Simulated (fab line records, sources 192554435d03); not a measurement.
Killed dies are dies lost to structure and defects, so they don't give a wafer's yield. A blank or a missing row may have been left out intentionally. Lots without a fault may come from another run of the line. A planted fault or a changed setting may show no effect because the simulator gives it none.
Matching of chambers || flow n5-finfet || rie-diel-04 running N5_BEOL_M12_ETCH_67: 4 sister chambers
The step etches SiARC in CF4, target depth 143 nm, time 238.3 s. 4 wafers are shown with their chamber, then 7 later ones without.

== WAFERS WITH THEIR CHAMBER ==
{"wafer": "L074.1", "chamber": 0, "showerhead-plenum-p-Torr (Torr)": 2.26}
{"wafer": "L091.5", "chamber": 3, "showerhead-plenum-p-Torr (Torr)": 2.10}
{"wafer": "L092.1", "chamber": 1, "showerhead-plenum-p-Torr (Torr)": 2.26}
{"wafer": "L092.3", "chamber": 2, "showerhead-plenum-p-Torr (Torr)": 2.07}

== WAFERS WHOSE CHAMBER IS MISSING ==
{"wafer": "L092.5", "showerhead-plenum-p-Torr (Torr)": 2.26}
{"wafer": "L095.2", "showerhead-plenum-p-Torr (Torr)": 2.07}
{"wafer": "L095.5", "showerhead-plenum-p-Torr (Torr)": 2.07}
{"wafer": "L095.6", "showerhead-plenum-p-Torr (Torr)": 2.26}
{"wafer": "L097.2", "showerhead-plenum-p-Torr (Torr)": 2.26}
{"wafer": "L097.4", "showerhead-plenum-p-Torr (Torr)": 2.07}
{"wafer": "L097.6", "showerhead-plenum-p-Torr (Torr)": 2.09}

== WHICH CHAMBER EACH WENT THROUGH ==
{"wafer": "L092.5", "from the rows above": "can't be placed: 0 or 1", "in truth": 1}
{"wafer": "L095.2", "from the rows above": 2, "in truth": 2}
{"wafer": "L095.5", "from the rows above": 2, "in truth": 2}
{"wafer": "L095.6", "from the rows above": "can't be placed: 0 or 1", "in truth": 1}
{"wafer": "L097.2", "from the rows above": "can't be placed: 0 or 1", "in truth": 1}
{"wafer": "L097.4", "from the rows above": 2, "in truth": 2}
{"wafer": "L097.6", "from the rows above": 3, "in truth": 3}
Placed correctly: 4 of 7. From these rows, 3 cannot be placed; in 3 the true chamber is one of the candidates. Placed wrongly: 0.
How it was worked out, from the rows above alone: a wafer's distance from a chamber is the root of the sum, over the readings, of the square of ((its reading less the chamber's mean) divided by the reading's scatter). If the next closest chamber is less than 2 further off than the closest, the wafer can't be placed; otherwise it belongs to the closest. Each chamber's mean is taken over the wafers shown for it. The scatter (one wafer shown for each chamber): square how far every hidden wafer sits from the nearest shown wafer, average those squares and take the square root.
